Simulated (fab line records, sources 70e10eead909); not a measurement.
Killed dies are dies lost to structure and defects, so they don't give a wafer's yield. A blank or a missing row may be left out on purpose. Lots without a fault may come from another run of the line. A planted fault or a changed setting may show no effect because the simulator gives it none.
Tool commonality check | flow nand_harc | 13 lots, 39 wafers sampled

WHY IT WAS OPENED
At NHARC_P_GATE_CD_MEAS_59 the reading cd_nm is flagged on 1 of 13 lots. Wafers without a fault read 719.2 nm, standard deviation 1.1.
Rule: a lot is flagged when every wafer of it that has a number lies more than 4 standard deviations from that mean, or none has a number. The other lots count as sound.

lot  | measured     | on        | cd_nm (nm), wafer by wafer | flag
L707 | day 6 06:22  | cd_sem-03 | 720.7 720.3 718.6          |
L706 | day 6 07:33  | cd_sem-03 | 718.9 718.4 718.9          |
L709 | day 6 22:53  | cd_sem-02 | 721.5 721.0 720.1          |
L708 | day 6 23:10  | cd_sem-01 | 718.2 718.5 719.2          |
L713 | day 8 11:08  | cd_sem-01 | 791.0 790.8 791.7          | FLAGGED
L720 | day 11 16:04 | cd_sem-02 | 717.7 720.7 721.2          |
L722 | day 12 14:17 | cd_sem-02 | 720.2 720.6 721.5          |
L723 | day 12 22:29 | cd_sem-02 | 717.2 718.2 717.3          |
L724 | day 13 04:45 | cd_sem-02 | 719.5 718.3 718.2          |
L725 | day 13 12:56 | cd_sem-01 | 719.0 719.2 721.4          |
L726 | day 13 18:56 | cd_sem-03 | 718.8 720.8 719.8          |
L728 | day 14 20:06 | cd_sem-02 | 719.3 719.4 718.3          |
L729 | day 15 11:11 | cd_sem-01 | 720.0 719.4 719.5          |
The numbers of the flagged lots are 791.2 nm on average: +72.0 nm against the usual, or +65 standard deviations.

WHICH TOOL RAN EACH LOT
The record holds 3 process steps before the reading, out of a route of 1302 steps. In each cell: the tool, then ch and the chambers that the sampled wafers went through, then the start.
lot  | flag    | NHARC_P_GATE_DEP_103            | NHARC_P_GATE_ETCHBACK_37                      | NHARC_P_GATE_EXPOSE_56
L707 |         | pecvd-02 ch 1,2, day 5 16:01    | rie_diel-11 ch 0,2,3, day 6 06:13 or earlier  | krf_scanner-03 ch 0, day 6 06:13
L706 |         | pecvd-01 ch 0,1, day 5 15:19    | rie_diel-09 ch 0,2,3, day 6 07:23 or earlier  | krf_scanner-01 ch 0, day 6 07:23
L709 |         | pecvd-02 ch 0,1,2, day 6 08:28  | rie_diel-09 ch 1,2,3, day 6 22:44 or earlier  | krf_scanner-04 ch 0, day 6 22:44
L708 |         | pecvd-01 ch 0,1,2, day 6 08:46  | rie_diel-08 ch 0,1,3, day 6 23:01 or earlier  | krf_scanner-03 ch 0, day 6 23:01
L713 | FLAGGED | pecvd-03 ch 1,2, day 7 20:57    | rie_diel-11 ch 0,1,2, day 8 10:58 or earlier  | krf_scanner-03 ch 0, day 8 10:58
L720 |         | pecvd-03 ch 0,1,2, day 11 00:47 | rie_diel-11 ch 0,2,3, day 11 15:55 or earlier | krf_scanner-01 ch 0, day 11 15:55
L722 |         | pecvd-03 ch 0,2, day 11 23:51   | rie_diel-09 ch 0,1,2, day 12 14:07 or earlier | krf_scanner-03 ch 0, day 12 14:07
L723 |         | pecvd-01 ch 1,2, day 12 08:23   | rie_diel-11 ch 0,2,3, day 12 22:20 or earlier | krf_scanner-01 ch 0, day 12 22:20
L724 |         | pecvd-02 ch 1,2, day 12 14:26   | rie_diel-09 ch 1,2,3, day 13 04:35 or earlier | krf_scanner-04 ch 0, day 13 04:35
L725 |         | pecvd-03 ch 1,2, day 12 22:38   | rie_diel-09 ch 0,1,3, day 13 12:46 or earlier | krf_scanner-01 ch 0, day 13 12:46
L726 |         | pecvd-01 ch 0,1,2, day 13 04:49 | rie_diel-11 ch 0,1,3, day 13 18:47 or earlier | krf_scanner-01 ch 0, day 13 18:47
L728 |         | pecvd-03 ch 0,1,2, day 14 05:38 | rie_diel-11 ch 0,2, day 14 19:57 or earlier   | krf_scanner-03 ch 0, day 14 19:57
L729 |         | pecvd-01 ch 0,1,2, day 14 20:42 | rie_diel-08 ch 0,1,3, day 15 11:02 or earlier | krf_scanner-01 ch 0, day 15 11:02
What these steps do:
- NHARC_P_GATE_DEP_103: deposits SiON, target thk 30 nm.
- NHARC_P_GATE_ETCHBACK_37: etches the open film in CHF3/O2, target depth 34.5 nm, time 17.2 s.
- NHARC_P_GATE_EXPOSE_56: exposes mask P PSD, target cd 720 nm.
- NHARC_P_GATE_CD_MEAS_59: target cd 720 nm.

FLAGGED OVER TOTAL, TOOL BY TOOL (the gauges that took the reading come last)
step                     | tool           | lots run | flagged | share of the flagged lots | sound lots run after its first flagged lot
NHARC_P_GATE_DEP_103     | pecvd-01       | 5        | 0       | none                      | -
NHARC_P_GATE_DEP_103     | pecvd-02       | 3        | 0       | none                      | -
NHARC_P_GATE_DEP_103     | pecvd-03       | 5        | 1       | all                       | 4 (L720,L722,L725,L728)
NHARC_P_GATE_ETCHBACK_37 | rie_diel-08    | 2        | 0       | none                      | -
NHARC_P_GATE_ETCHBACK_37 | rie_diel-09    | 5        | 0       | none                      | -
NHARC_P_GATE_ETCHBACK_37 | rie_diel-11    | 6        | 1       | all                       | 4 (L720,L723,L726,L728)
NHARC_P_GATE_EXPOSE_56   | krf_scanner-01 | 6        | 0       | none                      | -
NHARC_P_GATE_EXPOSE_56   | krf_scanner-03 | 5        | 1       | all                       | 2 (L722,L728)
NHARC_P_GATE_EXPOSE_56   | krf_scanner-04 | 2        | 0       | none                      | -
NHARC_P_GATE_CD_MEAS_59  | cd_sem-01      | 4        | 1       | all                       | 2 (L725,L729)
NHARC_P_GATE_CD_MEAS_59  | cd_sem-02      | 6        | 0       | none                      | -
NHARC_P_GATE_CD_MEAS_59  | cd_sem-03      | 3        | 0       | none                      | -
NHARC_P_GATE_ETCHBACK_37 gives no start for some lots, so the hours and the order of its lots are those of NHARC_P_GATE_EXPOSE_56.

WHAT THE TABLE ALLOWS
4 rows of the table ran every flagged lot: pecvd-03 at NHARC_P_GATE_DEP_103, rie_diel-11 at NHARC_P_GATE_ETCHBACK_37, krf_scanner-03 at NHARC_P_GATE_EXPOSE_56, cd_sem-01 at NHARC_P_GATE_CD_MEAS_59.
- pecvd-03 at NHARC_P_GATE_DEP_103: 1 of its 5 lots flagged. Sound lots ran on it after the first flagged one (L720, L722, L725, L728), which a lasting fault on the whole tool wouldn't allow.
- rie_diel-11 at NHARC_P_GATE_ETCHBACK_37: 1 of its 6 lots flagged. Sound lots ran on it after the first flagged one (L720, L723, L726, L728), which a lasting fault on the whole tool wouldn't allow.
- krf_scanner-03 at NHARC_P_GATE_EXPOSE_56: 1 of its 5 lots flagged. Sound lots ran on it after the first flagged one (L722, L728), which a lasting fault on the whole tool wouldn't allow.
- cd_sem-01 at NHARC_P_GATE_CD_MEAS_59: 1 of its 4 lots flagged. Sound lots ran on it after the first flagged one (L725, L729), which a lasting fault on the whole tool wouldn't allow.
No row of the table ran every flagged lot and no sound lot after the first.

WHAT THE SIMULATOR HAD PUT IN
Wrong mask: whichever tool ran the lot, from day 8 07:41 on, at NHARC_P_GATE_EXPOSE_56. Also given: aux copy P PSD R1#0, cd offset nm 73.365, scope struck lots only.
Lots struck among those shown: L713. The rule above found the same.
